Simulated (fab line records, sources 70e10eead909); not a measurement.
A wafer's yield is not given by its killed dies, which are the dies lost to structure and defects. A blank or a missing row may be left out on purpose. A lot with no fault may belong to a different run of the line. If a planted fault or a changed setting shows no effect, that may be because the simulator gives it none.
Chamber matching	flow nand-harc	NHARC_P_M0_DEP_32 on pecvd-01: 3 sister chambers
The step deposits SiCN, target thk 30 nm. 6 wafers are shown with their chamber, then 7 later ones without.

== WAFERS PAIRED WITH THEIR CHAMBERS ==
wafer	chamber	showerhead-vpp-V (V)	heater-power-w (W)
L079.4	1	1232	666
L081.5	2	1213	575
L083.4	2	1202	530
L083.5	0	1190	591
L085.2	1	1239	659
L085.3	0	1208	628

== WAFERS WHOSE CHAMBER IS MISSING ==
wafer	showerhead-vpp-V (V)	heater-power-w (W)
L085.4	1238	663
L094.1	1205	604
L094.2	1212	618
L094.4	1202	632
L097.1	1173	676
L097.2	1216	645
L097.5	1199	656

== WHICH CHAMBER EACH WENT THROUGH ==
wafer	from the rows above	in truth
L085.4	1	1
L094.1	can't be placed: 0 or 2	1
L094.2	can't be placed: 0 or 2 or 1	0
L094.4	0	0
L097.1	0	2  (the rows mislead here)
L097.2	can't be placed: 1 or 0 or 2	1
L097.5	0	0
Correct placement for 3 of the 7. Not placeable from these rows: 3 (in 2, the candidates include the true chamber). Placed wrongly: 1.
How it was worked out, from the rows above alone: a wafer's distance from a chamber is the root of the sum, over the readings, of the square of ((its reading less the chamber's mean) divided by the reading's scatter). The wafer belongs to the nearest chamber; if the next one is less than 2 further off, it can't be placed. A chamber's mean is the mean of its shown wafers. The scatter: take each reading less its chamber's mean, square it, sum over the shown wafers, divide by the number of wafers less the number of chambers, and take the root.
